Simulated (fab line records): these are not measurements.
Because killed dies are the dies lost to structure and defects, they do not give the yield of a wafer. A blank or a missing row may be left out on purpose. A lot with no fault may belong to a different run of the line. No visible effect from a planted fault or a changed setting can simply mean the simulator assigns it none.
fab line records -- flow n5_finfet -- part 1 of 2: steps 1 to 15 of 16
[record] lots = 6, wafers = 18, last_day = 18
route steps=1938 shown BEOL_M0_SAQP@661 BEOL_M4@1111 PASSIVATION@1936
lots with no fault: from the same line, run without faults
start_h: hours from the record's opening day to when the first of the lot's shown wafers began -- wait_h: hours elapsed since this lot's preceding step -- " the same as in the row above -- L1.1+2: several wafers, shown together as one row -- - no value, or no start given -- * or withheld: withheld -- < > ~ a bound
route shown NAME@n: NAME is a module with steps in the file, n the number in the route of the first one -- usual: mean/standard deviation of fault-free wafers -- same: alike in all rows -- chamber/n: place in a boat -- sites: per-site readings -- _std_site: the standard deviation of these -- _edge_site: inner sites' mean taken away from outer sites' mean -- radius_mm: for every site, how far away it sits from the centre of the wafer -- mask NAME#n: copy n -- behind: the last tool/chamber to shape the wafer -- hold: reason for holding the lot/hours on hold/outcome of the hold -- device: which transistor (n, p or np) failed to switch -- end of line: the same wafers' tests at the end of the route -- where a step has no rows: the recipe by itself -- killed: not the wafer's yield, but the dies lost to structure and defects at the first sort -- map: dies across one wafer; x = killed, . = not, _ = none there
set.NAME: the setting the step ran with; set.NAME@STEP: the setting that earlier step ran with -- model.NAME: the simulator's own value behind a step, which no gauge read
certain route steps with their lots: each step a table, each wafer a row
services: when a tool's chamber went out of use (start_h, in hours from the record's first day, below 0 if earlier), for how many hours, and the reason
[[steps]]
[step N5_BEOL_M0_SAQP_SRD_93]
[recipe] dry = ipa_marangoni, time_s = 30, temp_c = 23, rinse_liquid = diw
[step N5_BEOL_M0_SAQP_RECESS_114]
[recipe] chemistry = HF/NH3, target = SiO2, target_depth_a = 144, afs_cycles = 3, temp_c = 30, sublimation_temp_c = 180, sublimation_time_s = 60
[step N5_BEOL_M0_SAQP_SPACER1_ALD_98]
[recipe] material = SiO2, target_thk_a = 128, temp_c = 300, ald_precursor_family = BDEAS, ald_co_reactant = O2-plasma, pulse_time_s = 1, purge_time_s = 2, co_reactant_purge_time_s = 2, ald_cycles = 138, pressure_torr = 2
[usual] heater_power_w = 452/58, precursor_pulse_height_rel = 0.998/0.021
lot.wafer,tool,chamber,start_h,wait_h,heater_power_w,precursor_pulse_height_rel
L693.2,ald_sin-03,3,129.45,0.3,465,1.001
L693.3,ald_sin-03,2,129.45,0.3,425,0.967
L693.5,ald_sin-03,0,129.45,0.3,478,1.038
L702.1,ald_sin-04,2,195.92,0.3,526,0.989
L702.2,ald_sin-04,0,195.92,0.3,459,0.976
L702.4,ald_sin-04,1,195.92,0.3,476,1.034
L703.1,ald_sin-04,0,199.30,0.3,470,1.005
L703.2,ald_sin-04,1,199.30,0.3,468,0.991
L703.4,ald_sin-04,3,199.30,0.3,461,1.015
L709.1,ald_sin-04,2,229.71,0.6,524,0.970
L709.2,ald_sin-04,3,229.71,0.6,465,1.004
L709.4,ald_sin-04,1,229.71,0.6,486,1.014
L710.4,ald_sin-02,2,238.07,0.9,456,1.022
L710.5,ald_sin-02,3,238.07,0.9,432,0.988
L710.6,ald_sin-02,0,238.07,0.9,578,1.024
L712.1,ald_sin-03,2,253.28,0.3,405,0.954
L712.3,ald_sin-03,0,253.28,0.3,486,1.006
L712.5,ald_sin-03,2,253.28,0.3,411,0.999
[step N5_BEOL_M0_SAQP_SPACER1_ETCHBACK_99]
[recipe] chemistry = CHF3/O2, mode = anisotropic_etchback, target = SiO2, target_depth_a = 154, time_s = 7.7, pressure_mtorr = 30, source_w = 650, bias_w = 170, Ar_flow_sccm = 200, CHF3_flow_sccm = 50, O2_flow_sccm = 5, ion_energy_ev = 200
[step N5_BEOL_M0_SAQP_MANDREL1_REMOVE_100]
[recipe] chemistry = HBr/Cl2/O2, bt_time_s = 10, target = a-Si, stop_on = SiNx, endpoint = OES-SiCl, over_etch_frac = 0.85, icp_w = 600, bias_w = 30, HBr_flow_sccm = 150, Cl2_flow_sccm = 80, O2_flow_sccm = 5, pressure_mtorr = 10
[usual] drypump_motor_current_A = 5.6/0.53, mfc_cl2_sccm = 80.02/0.24, oes_product_au = 1.008/0.015, throttle_valve_pct = 36.7/0.34
lot.wafer,tool,chamber,start_h,wait_h,drypump_motor_current_A,mfc_cl2_sccm,oes_product_au,rf_hours_counter_h,throttle_valve_pct
L693.2,rie_si-06,1,130.02,0.1,4.8,80.31,1.024,37,36.1
L693.3,rie_si-06,3,130.02,0.1,6.3,80.12,1.024,62,36.7
L693.5,rie_si-06,2,130.02,0.1,5.9,80.04,1.026,-,36.3
L702.1,rie_si-01,0,196.70,0.1,5.7,79.80,0.989,115,36.8
L702.2,rie_si-01,3,196.70,0.1,5.7,79.86,0.997,18,36.5
L702.4,rie_si-01,2,196.70,0.1,5.3,79.69,1.001,157,36.3
L703.1,rie_si-06,3,199.86,0.1,6.2,80.18,1.008,64,36.7
L703.2,rie_si-06,2,199.86,0.1,6.0,80.08,1.029,2,36.3
L703.4,rie_si-06,1,199.86,0.1,4.8,80.24,1.018,38,36.1
L709.1,rie_si-06,2,230.28,0.1,5.9,80.05,1.027,2,36.4
L709.2,rie_si-06,0,230.28,0.1,5.2,79.81,0.995,53,36.7
L709.4,rie_si-06,3,230.28,0.1,6.2,80.21,1.004,64,36.7
L710.4,rie_si-06,3,238.63,0.1,6.2,80.13,1.001,64,36.7
L710.5,rie_si-06,1,238.63,0.1,4.8,80.09,1.019,-,36.1
L710.6,rie_si-06,0,238.63,0.1,5.2,79.52,1.000,-,36.7
L712.1,rie_si-01,0,253.85,0.1,5.7,79.95,0.986,116,36.8
L712.3,rie_si-01,3,253.85,0.1,5.7,80.28,1.000,19,36.5
L712.5,rie_si-01,0,253.85,0.1,5.7,80.37,0.984,-,36.8
[step N5_BEOL_M0_SAQP_CD_MEAS_25]
[recipe] target_cd_nm = 13.1, landing_energy_ev = 1000, detector = se_inlens
[usual] cd_nm = 12.81/0.23
lot.wafer,tool,chamber,start_h,wait_h,cd_nm
L693.2,cd_sem-03,0,130.13,0.1,12.58
L693.3,cd_sem-03,0,130.13,0.1,12.99
L693.5,cd_sem-03,0,130.13,0.1,12.83
L702.1,cd_sem-02,0,196.81,0.1,12.85
L702.2,cd_sem-02,0,196.81,0.1,12.64
L702.4,cd_sem-02,0,196.81,0.1,12.83
L703.1,cd_sem-02,0,199.97,0.1,13.18
L703.2,cd_sem-02,0,199.97,0.1,12.51
L703.4,cd_sem-02,0,199.97,0.1,12.50
L709.1,cd_sem-02,0,230.38,0.1,13.02
L709.2,cd_sem-02,0,230.38,0.1,12.78
L709.4,cd_sem-02,0,230.38,0.1,12.91
L710.4,cd_sem-01,0,238.75,0.1,12.91
L710.5,cd_sem-01,0,238.75,0.1,13.12
L710.6,cd_sem-01,0,238.75,0.1,13.18
L712.1,cd_sem-03,0,253.96,0.1,13.06
L712.3,cd_sem-03,0,253.96,0.1,12.86
L712.5,cd_sem-03,0,253.96,0.1,12.99
[step N5_BEOL_M0_SAQP_ETCH_101]
[recipe] chemistry = CH3F/O2, target = SiNx, mask_material = SiO2, target_depth_a = 299, time_s = 42.7, pressure_mtorr = 30, source_w = 395, bias_w = 73, Ar_flow_sccm = 150, CH3F_flow_sccm = 30, O2_flow_sccm = 20, ion_energy_ev = 120
[step N5_BEOL_M0_SAQP_ETCH_102]
[recipe] chemistry = CF4, target = SiO2, target_depth_a = 40, ion_energy_ev = 350, time_s = 4.4, pressure_mtorr = 10, icp_w = 800, bias_w = 400, cf4_flow_sccm = 80
[usual] bias_w = 400.0/1.1, cf4_flow_sccm = 79.99/0.25, drypump_motor_current_A = 5.6/0.45, oes_product_au = 1.011/0.015, throttle_valve_pct = 21.76/0.25
lot.wafer,tool,chamber,start_h,wait_h,bias_w,cf4_flow_sccm,drypump_motor_current_A,oes_product_au,rf_hours_counter_h,throttle_valve_pct
L693.2,rie_si-06,2,130.49,0.1,400.4,79.85,5.9,1.042,1,21.45
L693.3,rie_si-06,1,130.49,0.1,399.0,80.35,4.8,1.037,37,21.42
L693.5,rie_si-06,0,130.49,0.1,398.5,80.28,5.2,1.018,-,21.70
L702.1,rie_si-06,3,197.17,0.1,402.0,80.26,6.2,1.019,64,21.71
L702.2,rie_si-06,1,197.17,0.1,398.3,79.75,4.8,1.031,38,21.43
L702.4,rie_si-06,2,197.17,0.1,400.1,79.80,5.9,1.031,2,21.46
L703.1,rie_si-01,1,200.11,0.1,400.4,79.89,6.6,1.016,162,21.90
L703.2,rie_si-01,0,200.11,0.1,400.0,79.84,5.7,0.986,115,21.48
L703.4,rie_si-01,2,200.11,0.1,401.0,80.36,5.3,1.017,157,21.48
L709.1,rie_si-01,2,230.53,0.1,401.8,80.36,5.3,1.019,158,21.50
L709.2,rie_si-01,1,230.53,0.1,399.2,80.24,6.6,1.013,162,21.89
L709.4,rie_si-01,3,230.53,0.1,401.7,79.98,5.6,0.989,18,21.69
L710.4,rie_si-04,2,238.89,0.1,400.6,80.16,5.8,0.995,10,21.97
L710.5,rie_si-04,1,238.89,0.1,400.5,80.29,5.4,0.982,-,21.75
L710.6,rie_si-04,0,238.89,0.1,399.4,80.10,5.6,1.009,-,22.23
L712.1,rie_si-04,3,254.11,0.1,400.0,80.28,5.3,0.999,87,22.10
L712.3,rie_si-04,2,254.11,0.1,400.5,79.97,5.9,0.999,10,21.94
L712.5,rie_si-04,2,254.11,0.1,400.3,80.01,5.9,0.993,-,21.96
[step N5_BEOL_M0_SAQP_MANDREL_ETCH_103]
[recipe] chemistry = HBr/Cl2, target = a-Si, target_depth_a = 450, bt_time_s = 10, stop_on = SiCN, mask_material = SiO2, over_etch_frac = 0.8, time_s = 27, pressure_mtorr = 10, icp_w = 800, bias_w = 75, HBr_flow_sccm = 150, Cl2_flow_sccm = 80, ends = end_point
[step N5_BEOL_M0_SAQP_RECESS_104]
[recipe] chemistry = HF/NH3, target = SiO2, target_depth_a = 180, afs_cycles = 3, temp_c = 30, sublimation_temp_c = 180, sublimation_time_s = 60
[usual] drypump_motor_current_A = 5.7/0.4
[same] sublimation_time_s = 60
lot.wafer,tool,chamber,start_h,wait_h,drypump_motor_current_A
L693.2,vapor_etch-01,1,130.60,0.1,5.8
L693.3,vapor_etch-01,0,130.60,0.1,5.5
L693.5,vapor_etch-01,0,130.60,0.1,5.5
L702.1,vapor_etch-02,1,197.28,0.1,6.4
L702.2,vapor_etch-02,0,197.28,0.1,5.3
L702.4,vapor_etch-02,1,197.28,0.1,6.4
L703.1,vapor_etch-02,1,200.23,0.1,6.4
L703.2,vapor_etch-02,0,200.23,0.1,5.3
L703.4,vapor_etch-02,0,200.23,0.1,5.4
L709.1,vapor_etch-01,0,230.64,0.1,5.5
L709.2,vapor_etch-01,1,230.64,0.1,5.8
L709.4,vapor_etch-01,1,230.64,0.1,5.8
L710.4,vapor_etch-02,1,239.12,0.2,6.4
L710.5,vapor_etch-02,0,239.12,0.2,5.4
L710.6,vapor_etch-02,1,239.12,0.2,6.4
L712.1,vapor_etch-01,0,254.22,0.1,5.5
L712.3,vapor_etch-01,0,254.22,0.1,5.5
L712.5,vapor_etch-01,1,254.22,0.1,5.8
[step N5_BEOL_M0_SAQP_COAT_105]
[recipe] resist = SOC, temp_c = 250, time_s = 60, spin_rpm = 1500, resist_thk_nm = 100
[step N5_BEOL_M0_SAQP_ETCH_106]
[recipe] chemistry = N2/H2, target = SOC, target_depth_a = 1500, stop_on = SiNx, ion_energy_ev = 100, bias_w = 61, pressure_mtorr = 30, source_w = 850, n2_flow_sccm = 200, h2_flow_sccm = 200
[step N5_BEOL_M0_SAQP_ETCH_107]
[recipe] chemistry = CH3F/O2, target = SiNx, target_depth_a = 300, mask_material = SOC, pressure_mtorr = 30, source_w = 395, bias_w = 73, Ar_flow_sccm = 150, CH3F_flow_sccm = 30, O2_flow_sccm = 20, ion_energy_ev = 120
[usual] CH3F_flow_sccm = 30.01/0.092, O2_flow_sccm = 20.00/0.064, drypump_motor_current_A = 5.8/0.45, oes_product_au = 0.76/0.087, rf_vpp_V = 297/5.8, showerhead_plenum_p_Torr = 1.99/0.068, throttle_valve_pct = 16.49/0.23
lot.wafer,tool,chamber,start_h,wait_h,CH3F_flow_sccm,O2_flow_sccm,drypump_motor_current_A,oes_product_au,rf_hours_counter_h,rf_vpp_V,showerhead_plenum_p_Torr,throttle_valve_pct,model.SiNx_of_BEOL_M0_SAQP_PECVD_97.thk_nm,model.SOC_of_BEOL_M0_SAQP_COAT_105.thk_nm
L693.2,rie_diel-05,2,131.12,0.0,30.00,20.09,5.4,0.69,247,310,2.06,16.90,0,13.8
L693.3,rie_diel-05,3,131.12,0.0,30.17,20.01,5.9,0.78,134,302,2.09,16.55,0,14.4
L693.5,rie_diel-05,3,131.12,0.0,30.00,19.97,5.9,0.77,-,302,2.09,16.53,0,13.8
L702.1,rie_diel-01,3,197.84,0.0,-,-,-,-,-,-,-,-,15,18.6
L702.2,rie_diel-01,2,197.84,0.0,-,-,-,-,-,-,-,-,14.4,26.6
L702.4,rie_diel-01,0,197.84,0.0,-,-,-,-,-,-,-,-,15.4,23.6
L703.1,rie_diel-06,2,200.73,0.0,-,-,-,-,-,-,-,-,15.4,25.4
L703.2,rie_diel-06,0,200.73,0.0,-,-,-,-,-,-,-,-,15.4,24.2
L703.4,rie_diel-06,1,200.73,0.0,-,-,-,-,-,-,-,-,15.6,22
L709.1,rie_diel-06,3,231.15,0.0,30.25,19.88,5.9,0.88,47,303,1.96,16.27,0,14.6
L709.2,rie_diel-06,2,231.15,0.0,30.03,20.02,5.8,0.68,251,292,1.87,16.83,0,14.8
L709.4,rie_diel-06,3,231.15,0.0,30.07,20.01,5.9,0.89,-,304,1.96,16.29,0,14
L710.4,rie_diel-01,1,239.51,0.0,29.96,20.11,4.9,0.69,220,302,2.06,16.57,0,13
L710.5,rie_diel-01,1,239.51,0.0,29.98,20.03,4.9,0.69,-,300,2.06,16.56,0,13.2
L710.6,rie_diel-01,2,239.51,0.0,29.93,19.97,6.0,0.71,-,290,1.93,16.27,0,16.6
L712.1,rie_diel-05,1,254.73,0.0,29.97,19.97,6.2,0.94,19,311,2.04,15.86,0,13.4
L712.3,rie_diel-05,2,254.73,0.0,30.09,20.07,5.4,0.87,28,297,2.05,16.48,0,15.4
L712.5,rie_diel-05,1,254.73,0.0,30.09,19.96,6.2,0.94,-,310,2.04,15.86,0,12.8
[step N5_BEOL_M0_SAQP_STRIP_108]
[recipe] chemistry = N2/H2, power_w = 500, temp_c = 40, pressure_mtorr = 50, rf_frequency_hz = 6e+07, overash_fraction = 0.3, bias_power_w = 28, h2_frac = 0.5, n2_flow_sccm = 300, h2_flow_sccm = 300
[usual] drypump_motor_current_A = 5.9/0.45, n2_flow_sccm = 300.1/0.82, oes_product_au = 0.76/0.084, rf_vpp_V = 121.8/0.99, showerhead_plenum_p_Torr = 3.34/0.11, throttle_valve_pct = 19.1/0.38
lot.wafer,tool,chamber,start_h,wait_h,drypump_motor_current_A,n2_flow_sccm,oes_product_au,rf_hours_counter_h,rf_vpp_V,showerhead_plenum_p_Torr,throttle_valve_pct
L693.2,rie_diel-05,2,131.16,0.0,5.5,300.2,0.68,247,121.9,3.45,19.7
L693.3,rie_diel-05,3,131.16,0.0,5.9,301.2,0.78,134,121.9,3.50,19.3
L693.5,rie_diel-05,3,131.16,0.0,5.9,300.7,0.77,-,121.6,3.50,19.3
L702.1,rie_diel-01,3,197.88,0.0,5.9,299.4,0.98,2,120.3,3.30,18.6
L702.2,rie_diel-01,2,197.88,0.0,6.0,298.9,0.73,156,121.3,3.23,18.8
L702.4,rie_diel-01,0,197.88,0.0,6.7,300.4,0.72,218,121.9,3.34,18.8
L703.1,rie_diel-06,2,200.77,0.0,5.8,301.7,0.68,242,121.9,3.19,19.7
L703.2,rie_diel-06,0,200.77,0.0,5.5,299.1,0.70,247,120.1,3.16,19.5
L703.4,rie_diel-06,1,200.77,0.0,6.2,300.0,0.75,164,122.0,3.49,19.5
L709.1,rie_diel-06,3,231.19,0.0,5.9,300.8,0.87,47,119.9,3.28,18.6
L709.2,rie_diel-06,2,231.19,0.0,5.8,301.4,0.67,251,120.5,3.18,19.7
L709.4,rie_diel-06,3,231.19,0.0,5.9,300.0,0.86,-,121.4,3.28,18.6
L710.4,rie_diel-01,1,239.55,0.0,5.0,299.8,0.69,220,122.3,3.46,19.1
L710.5,rie_diel-01,1,239.55,0.0,5.0,299.7,0.70,-,122.2,3.46,19.1
L710.6,rie_diel-01,2,239.55,0.0,6.0,300.0,0.72,-,122.5,3.22,18.8
L712.1,rie_diel-05,1,254.77,0.0,6.3,299.7,0.92,19,121.8,3.44,18.4
L712.3,rie_diel-05,2,254.77,0.0,5.5,301.2,0.88,28,122.1,3.44,19.3
L712.5,rie_diel-05,1,254.77,0.0,6.2,299.0,0.92,-,123.5,3.44,18.4
[step N5_BEOL_M4_RC_MEAS_101]
[usual] DIBL_N = 35.1/1.5, DIBL_P = 35.2/2, IOFF_N = 0.146/0.028, IOFF_P = 0.20/0.036, ION_N = 670/12, ION_P = 462/8.2, SS_N = 71.2/0.63, SS_P = 73.1/0.7, VT_N = 250/3.6, VT_P = -251/3.3
lot.wafer,tool,chamber,start_h,wait_h,DIBL_N[mV/V],DIBL_P[mV/V],IOFF_N[nA/um],IOFF_P[nA/um],ION_N[uA/um],ION_P[uA/um],SS_N[mV/dec],SS_P[mV/dec],VT_N[mV],VT_P[mV]
L693.2,prober-01,0,191.88,0.2,34.8,33.2,0.121,0.18,665,469,70.7,72.7,252,-248
L693.3,prober-01,0,191.88,0.2,35.6,35.0,0.140,0.21,668,461,70.9,72.9,253,-250
L693.5,prober-01,0,191.88,0.2,36.7,36.3,0.170,0.23,696,476,71.5,73.8,246,-247
L709.1,prober-01,0,291.53,0.0,35.9,36.3,0.176,0.24,680,469,71.0,73.1,248,-246
L709.2,prober-01,0,291.53,0.0,35.3,35.2,0.164,0.24,682,482,71.8,72.9,247,-245
L709.4,prober-01,0,291.53,0.0,35.9,36.2,0.177,0.24,684,473,71.2,72.7,248,-248
L710.4,prober-02,0,294.56,0.5,31.8,29.8,0.093,0.13,647,450,70.3,71.6,258,-258
L710.5,prober-02,0,294.56,0.5,34.9,33.8,0.136,0.17,657,449,71.3,73.5,254,-253
L710.6,prober-02,0,294.56,0.5,34.1,32.5,0.125,0.16,667,457,70.2,72.6,251,-251
L712.1,prober-01,0,327.70,0.0,31.6,31.8,0.105,0.16,672,466,70.7,71.2,254,-253
L712.3,prober-01,0,327.70,0.0,34.1,34.6,0.129,0.18,656,457,71.5,73.2,252,-252
L712.5,prober-01,0,327.70,0.0,34.3,35.0,0.138,0.19,659,459,70.6,72.0,249,-251
[[key]]
[first_sign] step = N5_BEOL_M0_SAQP_ETCH_107, reading = tool_record, direction = missing
[effect] step = N5_PASSIVATION_PROBE_49, reading = killed_at_M0_to_M3, direction = up, sigmas = 99+, usual = 32, struck = 1128
[model_effect] step = N5_BEOL_M0_SAQP_ETCH_107, value = SiNx_of_BEOL_M0_SAQP_PECVD_97.thk_nm, without = 0, struck = 15.2
[more_kills_born_at] N5_BEOL_M0_SAQP_ETCH_107@rie_diel-01 = 3304, N5_BEOL_M0_SAQP_ETCH_107@rie_diel-06 = 3289
met_at N5_BEOL_M0_SAQP_ETCH_107
struck_wafers L702.1,L702.2,L702.4,L703.1,L703.2,L703.4
later_rows_left_out L702.1,L702.2,L702.4,L703.1,L703.2,L703.4
[fault] kind = skipped_step_whole, tool = rie_diel-01,rie_diel-06, chamber = -, onset_h = 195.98, steps = N5_BEOL_M0_SAQP_ETCH_107, scope = struck_lots_only
// later_rows_left_out: the simulator's readings of these wafers behind a module that went badly wrong aren't trusted and aren't shown, but for the sort
